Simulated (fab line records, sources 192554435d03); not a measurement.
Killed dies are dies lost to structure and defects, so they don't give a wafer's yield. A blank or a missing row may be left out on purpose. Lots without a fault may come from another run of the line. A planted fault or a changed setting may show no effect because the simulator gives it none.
A struck lot beside a sound one | flow n5_finfet | 37 steps out of a route of 1938
Sound: wafers L164.1, L164.3, L164.6. Struck: wafer L163.5. (L163.1, L163.6 of the same lot were not struck and are left out.) The cause comes at the end.
At each step with rows: each side's tool, then ch and its chambers, then its first start. Under that, the readings that differ: sound wafers | struck wafers | difference of the means | sigmas: that difference in standard deviations of wafers without a fault.
alike: readings whose means differ by less than 2 such deviations, and words and numbers that are the same on both sides. not compared: withheld readings, readings that some wafer has no value for, bounds like >300 that may hide the same value, and numbers for which the record gives no deviation and whose values overlap.
The two part at a step that has a row with sigmas, a row that says differs or no value, or rows on one side only. Numbers that don't overlap but have no deviation are shown without sigmas and don't part them. A reading that every wafer of one side lacks parts them only if that side has two wafers or more.

first, 8 steps without rows for these wafers: N5_MOL_CONTACT_COAG_SRD_139 (time 30 s); N5_MOL_CONTACT_COAG_PRE_CLEAN_121; N5_MOL_CONTACT_COAG_CVD_140 (deposits W, target thk 66.5 nm, time 215 s); N5_MOL_CONTACT_COAG_PRECLEAN_127 (cleans in DIW, time 57.5 s); N5_MOL_CONTACT_COAG_SRD_128 (dry time 32 s); N5_MOL_CONTACT_COAG_CMP_52 (polishes, stops on SiO2, t overpolish 1.5 s, target thk 66.5 nm); N5_MOL_CONTACT_COAG_ANNEAL_112 (time 1800 s); N5_BEOL_M0_SAQP_PECVD_00 (deposits SiCN from 3MS/NH3, target thk 8 nm, time 14 s).
N5_BEOL_M0_SAQP_ILD_DEP_01: deposits SiOC from DEMS/O2, target thk 45.419 nm, time 8.7 s.
  sound on pecvd-02 ch 0,1,2, day 9 23:10; struck on pecvd-01 ch 0, day 9 18:15
  reading                                           | sound          | struck | difference | sigmas
  model.SiOC_of_BEOL_M0_SAQP_ILD_DEP_01.thk_nm (nm) | 45.2 45.8 46.4 | 75.6   | +29.8      |
  alike: heater_power_w, showerhead_plenum_p_Torr, throttle_valve_pct
then, 25 steps without rows for these wafers: N5_BEOL_M0_SAQP_HM_DEP_02 (deposits TiN, target thk 12 nm); N5_BEOL_M0_SAQP_PECVD_03 (deposits SiCN from 3MS/NH3, target thk 12 nm, time 21.1 s); N5_BEOL_M0_SAQP_PECVD_96 (deposits a-Si from SiH4/He, target thk 45 nm, time 45.2 s); N5_BEOL_M0_SAQP_PECVD_97 (deposits SiNx from SiH4/NH3/N2, target thk 23 nm, time 19.9 s); N5_BEOL_M0_SAQP_PECVD_04 (deposits a-Si from SiH4/He, target thk 60 nm, time 60.2 s); N5_BEOL_M0_SAQP_HM_DEP_111 (deposits SiO2 from SiH4/N2O, target thk 12 nm, time 7.2 s); N5_BEOL_M0_SAQP_COAT_81 (time 60 s, resist thk 100 nm); N5_BEOL_M0_SAQP_COAT_82 (time 60 s, resist thk 30 nm); N5_BEOL_M0_SAQP_COAT_08 (resist thk 90 nm); N5_BEOL_M0_SAQP_EBR_10; N5_BEOL_M0_SAQP_SOFTBAKE_09 (time 60 s); N5_BEOL_M0_SAQP_EXPOSE_11 (exposes mask M0 CORE, target cd 42 nm); N5_BEOL_M0_SAQP_PEB_12 (peb time 60 s); N5_BEOL_M0_SAQP_DEVELOP_13 (develop time 30 s); N5_BEOL_M0_SAQP_DESCUM_19 (chemistry O2, time 7.9 s); N5_BEOL_M0_SAQP_ETCH_83 (etches SiARC in CF4, target depth 39 nm, time 65 s); N5_BEOL_M0_SAQP_ETCH_84 (etches SOC in N2/H2, target depth 100 nm, overetch 20 nm, time 150 s); N5_BEOL_M0_SAQP_STRIP_80 (strips in N2/H2); N5_BEOL_M0_SAQP_HM_OPEN_112 (chemistry CHF3/O2, target SiO2, stops on a-Si, target depth 12 nm, time 13.5 s); N5_BEOL_M0_SAQP_STRIP_113 (strips in CHF3/O2); N5_BEOL_M0_SAQP_MANDREL_ETCH_20 (etches a-Si in HBr/Cl2, stops on SiNx, target depth 60 nm, bt time 10 s, time 30 s); N5_BEOL_M0_SAQP_STRIP_86 (strips in N2/H2); N5_BEOL_M0_SAQP_STRIP_115 (strips in post etch residue remover, time 60 s); N5_BEOL_M0_SAQP_SRD_93 (time 30 s); N5_BEOL_M0_SAQP_RECESS_114 (chemistry HF/NH3, target SiO2, target depth 14.4 nm, afs cycles 3, sublimation time 60 s).
N5_BEOL_M0_CMP_120: polishes, stops on SiOC, t overpolish 6.9 s.
  sound on cmp-02 ch 1,2,3, day 10 18:10; struck on cmp-02 ch 0, day 10 06:07
  reading                                           | sound        | struck | difference | sigmas
  model.SiOC_of_BEOL_M0_SAQP_ILD_DEP_01.thk_nm (nm) | 39 39.8 40.4 | 69.4   | +29.7      |
  alike: barrier_field_endpoint_s, motor_current_A, overpolish_run_s, platen_rpm, time_to_endpoint_s
N5_BEOL_M0_RS_MEAS_126: measures by four-point-probe.
  sound on film_metro-02, day 10 18:41; struck on film_metro-01, day 10 06:37
  reading        | sound             | struck | difference | sigmas
  M0_RS (ohm/sq) | 0.530 0.518 0.508 | 0.294  | -0.225     | -17
-- the record jumps here: 3 days lie between the struck wafers' starts before and after (it left off in module BEOL_M0 and takes up again in module BEOL_M4, whose first step shown is number 1111 of the route) --
N5_BEOL_M4_RC_MEAS_101:
  sound on prober-01 ch 0, day 13 16:47; struck on prober-02 ch 0, day 13 11:42
  reading        | sound             | struck | difference | sigmas
  IOFF_P (nA/um) | 0.232 0.242 0.199 | 0.167  | -0.057     | -2
  ION_P (uA/um)  | 466 466 461       | 448    | -16        | -2
  VT_P (mV)      | -249 -249 -250    | -260   | -11        | -4
  alike: DIBL_N, DIBL_P, IOFF_N, ION_N, SS_N, SS_P, VT_N

WHERE THEY PART
First at N5_BEOL_M0_RS_MEAS_126; last, within this record, at N5_BEOL_M4_RC_MEAS_101.

WHY: what the simulator had put in
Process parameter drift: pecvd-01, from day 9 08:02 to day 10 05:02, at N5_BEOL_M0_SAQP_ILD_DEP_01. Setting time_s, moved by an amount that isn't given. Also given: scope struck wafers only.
